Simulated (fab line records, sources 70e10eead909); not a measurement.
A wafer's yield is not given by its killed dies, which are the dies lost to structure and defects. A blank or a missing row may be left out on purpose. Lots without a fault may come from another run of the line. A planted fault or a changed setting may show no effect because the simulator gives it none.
Matching of chambers | flow nand harc | NHARC_A_STAIRCASE_CMP_450 on cmp-02 has 4 sister chambers
The step polishes SiO2, target thk 200 nm. 8 wafers are shown with their chamber, then 7 later ones without.

## WAFERS, EACH WITH ITS CHAMBER
wafer  | chamber | motor current A (A) | edge zone pressure frac
L077.3 | 1       | 12.4                | 1.000
L077.6 | 3       | 12.3                | 0.994
L078.1 | 3       | 11.9                | 1.002
L078.2 | 0       | 11.5                | 1.009
L080.4 | 1       | 12.4                | 1.000
L080.6 | 2       | 13.9                | 0.999
L092.2 | 2       | 13.0                | 0.996
L092.5 | 0       | 11.2                | 0.999

## WAFERS WITHOUT THEIR CHAMBER
wafer  | motor current A (A) | edge zone pressure frac
L092.6 | 11.9                | 1.003
L094.2 | 11.3                | 1.001
L094.4 | 11.9                | 1.014
L094.5 | 13.8                | 0.994
L096.2 | 11.5                | 0.998
L096.3 | 11.7                | 0.999
L096.5 | 12.7                | 1.002

## THE CHAMBER EACH PASSED THROUGH
wafer  | from the rows above          | in truth
L092.6 | can't be placed: 3 or 1 or 0 | 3
L094.2 | can't be placed: 0 or 3      | 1
L094.4 | can't be placed: 0 or 1 or 3 | 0
L094.5 | 2                            | 2
L096.2 | can't be placed: 0 or 3 or 1 | 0
L096.3 | can't be placed: 3 or 0 or 1 | 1
L096.5 | can't be placed: 1 or 3 or 2 | 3
Correct placement for 1 of the 7. These rows do not allow placing 6 (true chamber among the candidates in 5). Placed wrongly: 0.
How it was worked out, from the rows above alone: a wafer's distance from a chamber is the root of the sum, over the readings, of the square of ((its reading less the chamber's mean) divided by the reading's scatter). If the next closest chamber is less than 2 further off than the closest, the wafer can't be placed; otherwise it belongs to the closest. A chamber's mean is the mean of its shown wafers. The scatter: take each reading less its chamber's mean, square it, sum over the shown wafers, divide by the number of wafers less the number of chambers, and take the root.
